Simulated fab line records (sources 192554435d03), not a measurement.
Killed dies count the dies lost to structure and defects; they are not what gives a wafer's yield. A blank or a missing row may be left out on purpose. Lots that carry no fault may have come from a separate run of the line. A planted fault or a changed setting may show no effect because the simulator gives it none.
fab line records -- flow n5_finfet
[record] lots = 6, wafers = 18, last_day = 18
route steps=1938 shown SD_EPI_P@315 SD_ACTIVATION@330 BEOL_M4@1111 PASSIVATION@1936
lots with no fault: from the same line, run without faults
start_h: hours from the record's opening day to when the first of the lot's shown wafers began -- wait_h: hours from the lot's prior step to this one -- " the same as in the row above -- L1.1+2: a single row standing in for several wafers -- - no value, or no start given -- * or withheld: withheld -- < > ~ a bound
route shown NAME@n: a module of which the file shows steps, and the number in the route of the first -- usual: mean and standard deviation over wafers with no fault -- same: alike in all rows -- chamber/n: place in a boat -- sites: per-site readings -- _std_site: how widely they spread, as a standard deviation -- _edge_site: inner sites' mean taken away from outer sites' mean -- radius_mm: how far each site lies from the wafer's centre -- mask NAME#n: copy n -- behind: the last tool/chamber to shape the wafer -- hold: what put the lot on hold/how long, in hours/how the hold closed -- device: whichever transistor did not switch (one of n, p or np) -- end of line: tests run on the same wafers once the route is complete -- a step given without rows: its recipe and nothing more -- killed: dies that structure and defects cost at the first sort, which is not the same as the wafer's yield -- map: the dies of a wafer, with x for killed, . for not killed, _ for no die there
set.NAME: the run value of the setting; set.NAME@STEP: its run value at that earlier step -- model.NAME: the simulator's own value behind a step, which no gauge read
lots at some steps of the route; a table a step, a row a wafer
services: a tool's chamber out of use, with start hour (start_h, from the record's first day; less than 0 if before it), hours out, and reason
[[steps]]
[step N5_SD_EPI_P_WET_ETCH_45]
[recipe] chemistry = dHF, dilution = withheld, time_s = 10.7, target = SiO2, target_depth_a = 20, temp_c = 25, dry = ipa_marangoni, rinse_time_s = 30, rinse_temp_c = 23
[step N5_SD_EPI_P_STRIP_40]
[recipe] chemistry = N2/H2, power_w = 1000, temp_c = 250, h2_frac = 0.65, overash_fraction = 0.3, pressure_mtorr = withheld, n2_flow_sccm = 1750, h2_flow_sccm = 3250
[usual] drypump_motor_current_A = 5.9/0.4, heater_power_w = 326/23, oes_product_au = 0.762/0.011, temp_c = 250.01/0.19
lot.wafer,tool,chamber,start_h,wait_h,drypump_motor_current_A,heater_power_w,oes_product_au,rf_hours_counter_h,temp_c
L598.1,plasma_asher-01,1,61.65,0.0,6.1,340,0.743,35,249.98
L598.3,plasma_asher-01,1,61.65,0.0,6.1,342,0.768,-,249.87
L598.4,plasma_asher-01,0,61.65,0.0,6.2,302,0.790,-,250.24
L605.1,plasma_asher-01,0,106.03,0.0,6.2,304,0.751,42,250.20
L605.3,plasma_asher-01,1,106.03,0.0,6.0,344,0.761,-,250.02
L605.5,plasma_asher-01,1,106.03,0.0,6.0,347,0.770,-,250.23
L610.1,plasma_asher-01,0,133.72,0.0,6.2,300,0.758,45,249.92
L610.2,plasma_asher-01,1,133.72,0.0,6.1,340,0.774,45,250.37
L610.5,plasma_asher-01,0,133.72,0.0,6.3,298,0.741,-,249.79
L617.2,plasma_asher-02,1,174.76,0.0,5.4,356,0.756,114,250.18
L617.3,plasma_asher-02,1,174.76,0.0,5.4,359,0.754,-,250.08
L617.5,plasma_asher-02,0,174.76,0.0,5.3,308,0.757,-,249.73
L619.1,plasma_asher-01,0,189.30,0.0,6.2,300,0.764,58,250.23
L619.5,plasma_asher-01,1,189.30,0.0,6.0,336,0.755,-,250.19
L619.6,plasma_asher-01,0,189.30,0.0,6.3,299,0.764,-,250.05
L620.3,plasma_asher-01,1,192.29,0.1,6.1,336,0.767,-,249.67
L620.4,plasma_asher-01,0,192.29,0.1,6.2,304,0.785,-,249.92
L620.5,plasma_asher-01,0,192.29,0.1,6.2,308,0.754,-,250.17
[step N5_SD_EPI_P_PRECLEAN_52]
[recipe] chemistry = O3/DIW, time_s = 60, temp_c = 22, o3_ppm = 10
[step N5_SD_EPI_P_SRD_20]
[recipe] dry = ipa_marangoni, do_ppb = 5, time_s = 30, temp_c = 23, rinse_liquid = diw
[step N5_SD_EPI_P_PRECLEAN_51]
[recipe] chemistry = NF3:NH3, afs_cycles = 1, temp_c = 30, time_s = 20, sublimation_temp_c = 180, sublimation_time_s = 60, pressure_torr = 3, rf_power_w = 30
[step N5_SD_EPI_P_VAPOR_ETCH_44]
[recipe] chemistry = NF3/Ar, target = SiGe30, temp_c = 25, time_s = 3.3, mode = isotropic
[step N5_SD_EPI_P_EPI_21]
[recipe] material = SiGe:B, dopant = B, temp_c = 550, pressure_torr = 20, ambient = H2, time_s = 355
[step N5_SD_EPI_P_EPI_MEAS_23]
[recipe] mode = xrd
[usual] thk_nm = 61.0/1.2
lot.wafer,tool,chamber,start_h,wait_h,thk_nm
L598.1,film_metro-01,-,65.20,2.4,58.5
L598.3,film_metro-01,-,65.20,2.4,60.9
L598.4,film_metro-01,-,65.20,2.4,60.2
L605.1,film_metro-01,-,108.75,1.8,59.8
L605.3,film_metro-01,-,108.75,1.8,61.7
L605.5,film_metro-01,-,108.75,1.8,62.3
L610.1,film_metro-02,-,137.28,2.4,61.3
L610.2,film_metro-02,-,137.28,2.4,60.1
L610.5,film_metro-02,-,137.28,2.4,60.2
L617.2,film_metro-02,-,177.48,1.5,58.8
L617.3,film_metro-02,-,177.48,1.5,61.5
L617.5,film_metro-02,-,177.48,1.5,61.7
L619.1,film_metro-02,-,192.01,1.8,65.2
L619.5,film_metro-02,-,192.01,1.8,61.4
L619.6,film_metro-02,-,192.01,1.8,61.7
L620.3,film_metro-01,-,194.99,1.1,61.3
L620.4,film_metro-01,-,194.99,1.1,62.1
L620.5,film_metro-01,-,194.99,1.1,59.8
[step N5_SD_EPI_P_HM_STRIP_48]
[recipe] chemistry = H3PO4, temp_c = 160, material = SiNx, target = SiNx, target_depth_a = 30, overetch_fraction = 0.3
[step N5_SD_EPI_P_SRD_49]
[recipe] dry = ipa_marangoni, time_s = 30, temp_c = 23, rinse_liquid = diw
[step N5_SD_EPI_P_PRECLEAN_24]
[recipe] chemistry = O3/DIW, time_s = 45, temp_c = 22, o3_ppm = 10
[step N5_SD_EPI_P_PRECLEAN_32]
[recipe] chemistry = dHF, time_s = 10, dilution = 500:1, temp_c = 25
[step N5_SD_EPI_P_PRECLEAN_33]
[recipe] chemistry = SC2, time_s = 45, temp_c = 35, mix = 1:1:50
[usual] temp_c = 34.99/0.1
lot.wafer,tool,chamber,start_h,wait_h,temp_c
L598.1,wet_bench-04,4,65.41,0.0,35.23
L598.3,wet_bench-04,1,65.41,0.0,35.00
L598.4,wet_bench-04,3,65.41,0.0,34.91
L605.1,wet_bench-05,0,108.87,0.0,34.94
L605.3,wet_bench-05,4,108.87,0.0,35.01
L605.5,wet_bench-05,7,108.87,0.0,34.85
L610.1,wet_bench-05,0,137.40,0.0,34.83
L610.2,wet_bench-05,6,137.40,0.0,35.01
L610.5,wet_bench-05,3,137.40,0.0,35.10
L617.2,wet_bench-04,3,177.61,0.0,34.76
L617.3,wet_bench-04,4,177.61,0.0,34.86
L617.5,wet_bench-04,2,177.61,0.0,35.11
L619.1,wet_bench-04,1,192.13,0.0,34.97
L619.5,wet_bench-04,2,192.13,0.0,34.93
L619.6,wet_bench-04,0,192.13,0.0,35.01
L620.3,wet_bench-05,4,195.11,0.0,34.86
L620.4,wet_bench-05,6,195.11,0.0,34.80
L620.5,wet_bench-05,0,195.11,0.0,34.95
[step N5_SD_EPI_P_SRD_25]
[recipe] time_s = 30, temp_c = 23, rinse_liquid = diw, dry = ipa_marangoni
[step N5_SD_EPI_P_INSPECT_26]
[recipe] inspect_instrument = darkfield, mode = post_epi
[usual] raw_defect_count = 178/35
lot.wafer,tool,chamber,start_h,wait_h,raw_defect_count
L598.1,defect_inspect-02,-,65.49,0.0,225
L598.3,defect_inspect-02,-,65.49,0.0,215
L598.4,defect_inspect-02,-,65.49,0.0,236
L605.1,defect_inspect-01,-,108.93,0.0,1298
L605.3,defect_inspect-01,-,108.93,0.0,1316
L605.5,defect_inspect-01,-,108.93,0.0,1351
L610.1,defect_inspect-02,-,137.45,0.0,1269
L610.2,defect_inspect-02,-,137.45,0.0,1304
L610.5,defect_inspect-02,-,137.45,0.0,1314
L617.2,defect_inspect-01,-,177.66,0.0,192
L617.3,defect_inspect-01,-,177.66,0.0,145
L617.5,defect_inspect-01,-,177.66,0.0,231
L619.1,defect_inspect-01,-,192.18,0.0,135
L619.5,defect_inspect-01,-,192.18,0.0,175
L619.6,defect_inspect-01,-,192.18,0.0,196
L620.3,defect_inspect-02,-,195.16,0.0,199
L620.4,defect_inspect-02,-,195.16,0.0,174
L620.5,defect_inspect-02,-,195.16,0.0,168
[step N5_SD_ACTIVATION_RTA_00]
[recipe] temp_c = 975, time_s = 0, ambient = N2, idle_temp_c = 600, ramp_up_c_per_s = 150, ramp_down_c_per_s = 60, cool_to_c = 600
[usual] lamp_power_pct = 8.96/0.052, wafer_temp_C_max = 975.0/1.9
lot.wafer,tool,chamber,start_h,wait_h,lamp_power_pct,wafer_temp_C_max
L598.1,rtp_anneal-01,0,65.52,0.0,9.01,975.1
L598.3,rtp_anneal-01,0,65.52,0.0,8.98,975.9
L598.4,rtp_anneal-01,0,65.52,0.0,8.90,976.7
L605.1,rtp_anneal-01,0,108.95,0.0,9.00,976.0
L605.3,rtp_anneal-01,0,108.95,0.0,9.00,973.9
L605.5,rtp_anneal-01,0,108.95,0.0,8.90,977.0
L610.1,rtp_anneal-01,0,137.48,0.0,9.00,973.7
L610.2,rtp_anneal-01,0,137.48,0.0,8.94,975.5
L610.5,rtp_anneal-01,0,137.48,0.0,9.00,976.2
L617.2,rtp_anneal-01,0,177.72,0.1,8.94,972.3
L617.3,rtp_anneal-01,0,177.72,0.1,8.97,972.6
L617.5,rtp_anneal-01,0,177.72,0.1,9.00,978.4
L619.1,rtp_anneal-01,0,192.21,0.0,9.07,976.1
L619.5,rtp_anneal-01,0,192.21,0.0,8.97,973.8
L619.6,rtp_anneal-01,0,192.21,0.0,8.93,971.6
L620.3,rtp_anneal-01,0,195.25,0.1,9.10,974.7
L620.4,rtp_anneal-01,0,195.25,0.1,8.90,972.9
L620.5,rtp_anneal-01,0,195.25,0.1,8.96,977.4
[step N5_BEOL_M4_RC_MEAS_101]
[usual] DIBL_N = 36.0/1.7, DIBL_P = 36.0/2, IOFF_N = 0.156/0.028, IOFF_P = 0.21/0.04, ION_N = 673/12, ION_P = 463/8.3, SS_N = 71.4/0.6, SS_P = 73.3/0.66, VT_N = 250/3, VT_P = -250/3.8
lot.wafer,tool,chamber,start_h,wait_h,DIBL_N[mV/V],DIBL_P[mV/V],IOFF_N[nA/um],IOFF_P[nA/um],ION_N[uA/um],ION_P[uA/um],SS_N[mV/dec],SS_P[mV/dec],VT_N[mV],VT_P[mV]
L598.1,prober-01,0,173.37,0.0,36.9,36.3,0.148,0.22,661,457,72.5,72.9,253,-252
L598.3,prober-01,0,173.37,0.0,37.2,36.3,0.176,0.23,684,467,71.7,73.3,247,-249
L598.4,prober-01,0,173.37,0.0,36.2,36.1,0.156,0.22,675,467,71.7,72.9,249,-248
L605.1,prober-02,0,207.88,0.0,37.3,35.2,0.166,0.20,661,455,72.5,73.8,252,-251
L605.3,prober-02,0,207.88,0.0,36.4,35.3,0.167,0.21,680,473,71.4,74.1,249,-250
L605.5,prober-02,0,207.88,0.0,36.3,35.7,0.160,0.22,676,468,70.8,74.0,251,-248
L610.1,prober-01,0,242.92,0.0,37.9,39.8,0.192,0.34,677,482,71.8,74.1,247,-240
L610.2,prober-01,0,242.92,0.0,39.6,40.8,0.234,0.35,697,481,72.3,74.8,242,-241
L610.5,prober-01,0,242.92,0.0,38.8,39.8,0.215,0.33,687,479,72.7,74.5,247,-241
L619.1,prober-01,0,298.51,0.0,33.8,32.2,0.107,0.14,638,443,71.5,72.4,257,-259
L619.5,prober-01,0,298.51,0.0,33.1,31.8,0.107,0.13,661,452,71.0,71.8,255,-258
L619.6,prober-01,0,298.51,0.0,36.6,36.4,0.147,0.18,663,455,71.3,73.4,253,-255
L617.2,prober-01,0,300.94,0.2,33.8,32.6,0.125,0.16,667,461,70.6,73.0,252,-252
L617.3,prober-01,0,300.94,0.2,35.0,33.8,0.134,0.17,661,449,71.3,74.0,253,-253
L617.5,prober-01,0,300.94,0.2,33.8,31.9,0.133,0.15,670,455,70.6,72.8,251,-254
L620.3,prober-02,0,312.89,0.3,37.0,38.0,0.186,0.23,682,463,71.3,73.9,247,-249
L620.4,prober-02,0,312.89,0.3,38.8,40.0,0.218,0.26,711,480,72.0,74.3,244,-247
L620.5,prober-02,0,312.89,0.3,36.3,37.7,0.167,0.21,698,474,71.3,73.4,250,-252
[step N5_PASSIVATION_PROBE_49]
[usual] defect_limited_yield = 91.6/1.6, killed_at_M0_to_M3 = 31/10, killed_at_M4_up = 14/6.3, killed_at_contacts = 12/6.1, killed_at_front_end = 39/12, killed_at_other = 3.7/2.8, killed_dies = 100/19, killed_open = 66/14, killed_short = 33/8.1, sort_bin_5_function = 5.0/1.1, sort_bin_6_memory = 3.2/0.66, sort_bin_8_speed = 0.01/0.077, sort_n_pass = 1080/18, sort_yield_pct = 91.6/1.6
[same] gross_dies = 1180, killed_at_back_side = 0, sort_bin_4_leakage[%] = 0
lot.wafer,tool,chamber,start_h,wait_h,defect_limited_yield[%],killed_at_M0_to_M3,killed_at_M4_up,killed_at_contacts,killed_at_front_end,killed_at_other,killed_dies,killed_open,killed_short,sort_bin_5_function[%],sort_bin_6_memory[%],sort_bin_8_speed[%],sort_n_pass,sort_yield_pct[%]
L605.1,prober-01,-,314.20,0.0,79.2,26,13,10,195,1,245,61,29,11.9,4.5,0,935,79.2
L605.3,prober-01,-,314.30,0.1,79.7,45,18,7,170,0,240,64,33,12.5,4.0,0,940,79.7
L605.5,prober-01,-,314.40,0.2,79.7,25,10,13,192,0,240,66,29,10.6,4.8,0,940,79.7
L610.1,prober-02,-,347.75,0.0,81.8,21,6,4,181,3,215,47,26,11.0,3.2,0,965,81.8
L610.2,prober-02,-,347.80,0.1,85.3,39,22,2,110,0,173,53,26,8.6,3.1,0,1007,85.3
L610.5,prober-02,-,347.95,0.2,87.2,24,13,3,108,3,151,52,19,7.5,3.1,0,1029,87.2
// killed by level:class
L605.1 SD_EPI_P:unspecified=155 FIN_SAQP:geometric_particle:open=9 STI_FIN_REVEAL:geometric_particle:open=7 BEOL_M0_SAQP:geometric_particle:open=7 MOL_CONTACT_COAG:geometric_particle:open=6 BEOL_M0_SAQP:geometric_particle:short=6 BEOL_M2:geometric_particle:open=6 FIN_SAQP:geometric_particle:short=5
L605.3 SD_EPI_P:unspecified=141 BEOL_M0_SAQP:geometric_particle:open=11 BEOL_M2:geometric_particle:open=9 FIN_SAQP:geometric_particle:short=8 BEOL_M0_SAQP:geometric_particle:short=8 BEOL_M4:geometric_particle:open=7 MOL_CONTACT_COAG:geometric_particle:open=5 BEOL_M1:geometric_particle:open=5
L605.5 SD_EPI_P:unspecified=144 FIN_SAQP:geometric_particle:open=15 MOL_CONTACT_COAG:geometric_particle:open=11 FIN_SAQP:geometric_particle:short=10 BEOL_M2:geometric_particle:open=10 GATE_CUT:geometric_particle:short=6 BEOL_M0_SAQP:geometric_particle:open=5 DUMMY_GATE:geometric_particle:open=4
L610.1 SD_EPI_P:unspecified=140 FIN_SAQP:geometric_particle:open=12 FIN_SAQP:geometric_particle:short=6 BEOL_M1:geometric_particle:open=5 GATE_CUT:geometric_particle:open=4 MOL_CONTACT_COAG:geometric_particle:open=4 BEOL_M3:geometric_particle:open=4 BEOL_M0_SAQP:geometric_particle:short=3
L610.2 SD_EPI_P:unspecified=94 BEOL_M4:geometric_particle:open=12 BEOL_M1:geometric_particle:open=10 BEOL_M0_SAQP:geometric_particle:open=8 BEOL_M0_SAQP:geometric_particle:short=7 BEOL_M2:geometric_particle:open=7 BEOL_M3:geometric_particle:open=4 BEOL_M4:geometric_particle:short=4
L610.5 SD_EPI_P:unspecified=80 BEOL_M3:geometric_particle:open=9 FIN_SAQP:geometric_particle:open=8 BEOL_M1:geometric_particle:open=8 BEOL_M4:geometric_particle:open=8 ILD0:geometric_particle:short=4 BEOL_M3:geometric_particle:short=3 FIN_SAQP:geometric_particle:short=2
// map L605.1 (x killed, . not)
_________________............________________
______________.........x........_____________
___________.......x.....x..x.......__________
__________............x.....xx......_________
________...x...............x.........._______
_______..............x.................______
______...x...x...........xx.....x......._____
_____..x.......x.............x.....x.....____
____.......x.....x......xx....x...........___
___........................xx.........x....__
___.............x......x............x.x....__
__.........x..x.x...xx....x........x........_
__..x...x.....x.xxx.xxx.......x.......x.x..._
_...........xxxx.xxxxx.x........x...x........
_.........x.xxxxxxxxxxx...x...........x.....x
_....x..x.xxxxxxxxxxxxxx...x.................
_...x.....xxxxxxxxxxxxxxx...x.x.x............
_..x....x.xxxxxxxxxxxxxxxxx..................
_x.x......xxxxxxxxxxxxxxx.x...x..........x.x.
_..........xxxxxxxxxxxxxxx.....x.......x.....
_.....x...x.xxxxxxxxxxxxx....................
__x........x.xxxxxxxxxxx...................._
__........x..xxxxxxxxxx....x................_
___.......x....xxx.x.............x.........__
___.............x..xx.xxx....x.............__
____.........x.x.x........x........xxx.x..___
_____............x...x...................____
______...............x......x.......x..._____
_______................................______
________...x......................x..._______
__________..x.x....................._________
___________xx..x......x.........x..__________
______________.................._____________
_________________............________________
// map L610.1 (x killed, . not)
_________________......x.....________________
______________.......x.....x...x_____________
___________...x...........x........__________
__________.........................._________
________.............................._______
_______x..x................x....x......______
______...x..x..........................._____
_____..............x.x.....x.....x......x____
____..............x.....x............x...x___
___x........................x.......x....x.__
___.x......x....x..........................__
__.............x..x........x................_
__...........xxx..xxx........x.....x........_
_.......x..x.xx.xxxxxxxx.....................
_.....x.....xxxxxxxxxxxxx...................x
_......x..xxxxxxxxxxxxx..................x...
_........x.xxxxxxxxxxxxxxx................x.x
_.x......x..xxxxxxxxxxxxx.x..................
_x........xxxxxxxxxxxxxx..xx...............x.
_.........xxxxxxxxxxxxxxx....................
_......x....xxxxxxxxxxxxx.xx..........x......
__........x..xxxxxxxxx.x......x............._
__x...........xxxxxxx...x..................._
___............xxxxx.......................__
___........x....xx.x........x..............__
____.x.......x...xx.....x.......x.........___
_____....................x......x...x....____
______.................................._____
_______....x.x.........................______
________.x...........x................_______
__________..x...........x..........._________
___________..x.........x...........__________
______________.................._____________
_________________.........x.x________________
[[services]]
tool,chamber,start_h,hours,kind
plasma_asher-02,-,53.86,1.6,repair
plasma_asher-01,-,66.64,4.5,repair
rtp_anneal-01,-,83.86,3.5,pm
plasma_asher-01,-,119.53,9.3,repair
wet_bench-05,-,174.34,1.9,pm
[[key]]
[first_sign] step = N5_SD_EPI_P_INSPECT_26, reading = raw_defect_count, direction = up, sigmas = 32, usual = 178, struck = 1309
[effect] step = N5_PASSIVATION_PROBE_49, reading = killed_at_front_end, direction = up, sigmas = 9.8, usual = 39, struck = 159
[more_kills_born_at] N5_SD_EPI_P_PRECLEAN_33@wet_bench-05 = 754
met_at N5_SD_EPI_P_PRECLEAN_33
struck_wafers L605.1,L605.3,L605.5,L610.1,L610.2,L610.5
[fault] kind = chamber_particle_source, tool = wet_bench-05, chamber = -, onset_h = 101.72, steps = N5_SD_EPI_P_PRECLEAN_33, rate_per_visit_cm2 = 1.7203, end_h = 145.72
